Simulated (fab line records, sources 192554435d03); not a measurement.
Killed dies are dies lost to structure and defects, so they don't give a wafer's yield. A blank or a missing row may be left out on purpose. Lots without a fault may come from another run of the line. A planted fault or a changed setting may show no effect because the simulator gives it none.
A struck lot beside a sound one | flow n5_finfet | 19 steps out of a route of 1938
Sound: wafers L970.1, L970.5, L970.6. Struck: wafers L987.2, L987.4, L987.5. The cause comes at the end.
At each step with rows: each side's tool, then ch and its chambers, then its first start. Under that, the readings that differ: sound wafers | struck wafers | difference of the means | sigmas: that difference in standard deviations of wafers without a fault.
alike: readings whose means differ by less than 2 such deviations, and words and numbers that are the same on both sides. not compared: withheld readings, readings that some wafer has no value for, bounds like >300 that may hide the same value, and numbers for which the record gives no deviation and whose values overlap.
The two part at a step that has a row with sigmas, a row that says differs or no value, or rows on one side only. Numbers that don't overlap but have no deviation are shown without sigmas and don't part them. A reading that every wafer of one side lacks parts them only if that side has two wafers or more.

N5_BEOL_M11_CMP_52: polishes, stops on SiCOH lowk, t overpolish 7 s, target thk 140 nm.
  sound on cmp-02 ch 2,3, day 10 06:17; struck on cmp-03 ch 0,1,2, day 15 16:22
  alike: barrier_field_endpoint_s, motor_current_A, overpolish_run_s, slurry_filter_dp_kPa, slurry_flow_ml_min, time_to_endpoint_s
N5_BEOL_M11_THK_MEAS_53: measures by xrf.
  sound on film_metro-01, day 10 06:32; struck on film_metro-01, day 15 16:37
  alike: M11_THK
then, 1 step without rows for these wafers: N5_BEOL_M11_PRE_CLEAN_55 (time 15 s).
N5_BEOL_M11_DEP_56: deposits SiCN from 3MS/NH3, target thk 30 nm, time 10.5 s.
  sound on pecvd-03 ch 0,1,2, day 10 06:35; struck on pecvd-04 ch 0,1, day 15 16:41
  alike: showerhead_plenum_p_Torr, throttle_valve_pct
N5_BEOL_M11_RS_MEAS_57: measures by four-point-probe.
  sound on film_metro-02, day 10 06:40; struck on film_metro-02, day 15 16:45
  alike: M11_RS
N5_BEOL_M11_INSPECT_58: inspects for defects (darkfield).
  sound on defect_inspect-02, day 10 06:41; struck on defect_inspect-02, day 15 16:46
  alike: raw_defect_count
N5_BEOL_M12_ILD_DEP_00: deposits SiOC from DEMS/O2, target thk 658.92 nm, time 130.7 s.
  sound on pecvd-01 ch 0,2, day 10 06:43; struck on pecvd-04 ch 1,2, day 15 16:49
  alike: heater_power_w, showerhead_plenum_p_Torr, throttle_valve_pct
N5_BEOL_M12_THK_MEAS_01:
  sound on film_metro-02, day 10 06:51; struck on film_metro-02, day 15 16:56
  alike: M12_ILD_THK
then, 4 steps without rows for these wafers: N5_BEOL_M12_COAT_58 (time 60 s, resist thk 89 nm); N5_BEOL_M12_COAT_04 (resist thk 400 nm); N5_BEOL_M12_EBR_06; N5_BEOL_M12_SOFTBAKE_05 (time 60 s).
N5_BEOL_M12_EXPOSE_07: exposes mask V11.
  sound on krf_scanner-01 ch 0, day 10 07:07; struck on krf_scanner-02 ch 0, day 15 17:05
  reading                          | sound          | struck         | difference | sigmas
  model.BEOL_M12.overlay_x_nm (nm) | -2.2 -2.2 -2.2 | 16.6 16.6 16.6 | +18.8      |
  alike: mask
then, 3 steps without rows for these wafers: N5_BEOL_M12_PEB_08 (peb time 90 s); N5_BEOL_M12_DEVELOP_09 (develop time 45 s); N5_BEOL_M12_HARDBAKE_14 (time 120 s).
N5_BEOL_M12_CD_MEAS_10: target cd 140 nm.
  sound on cd_sem-03 ch 0, day 10 07:17; struck on cd_sem-01 ch 0, day 15 17:15
  alike: cd_nm
N5_BEOL_M12_OVL_MEAS_11:
  sound on overlay-01 ch 0, day 10 07:19; struck on overlay-01 ch 0, day 15 17:17
  reading      | sound | struck   | difference | sigmas
  V11_OVL (nm) | 1 3 0 | 13 14 15 | +13        | +2
N5_BEOL_M12_INSPECT_12: inspects for defects (macro).
  sound on defect_inspect-02, day 10 07:20; struck on defect_inspect-02, day 15 17:18
  alike: raw_defect_count

WHERE THEY PART
Only at N5_BEOL_M12_OVL_MEAS_11, within this record. Later steps at which nothing parts them and some readings are alike: N5_BEOL_M12_INSPECT_12.

WHY: what the simulator had put in
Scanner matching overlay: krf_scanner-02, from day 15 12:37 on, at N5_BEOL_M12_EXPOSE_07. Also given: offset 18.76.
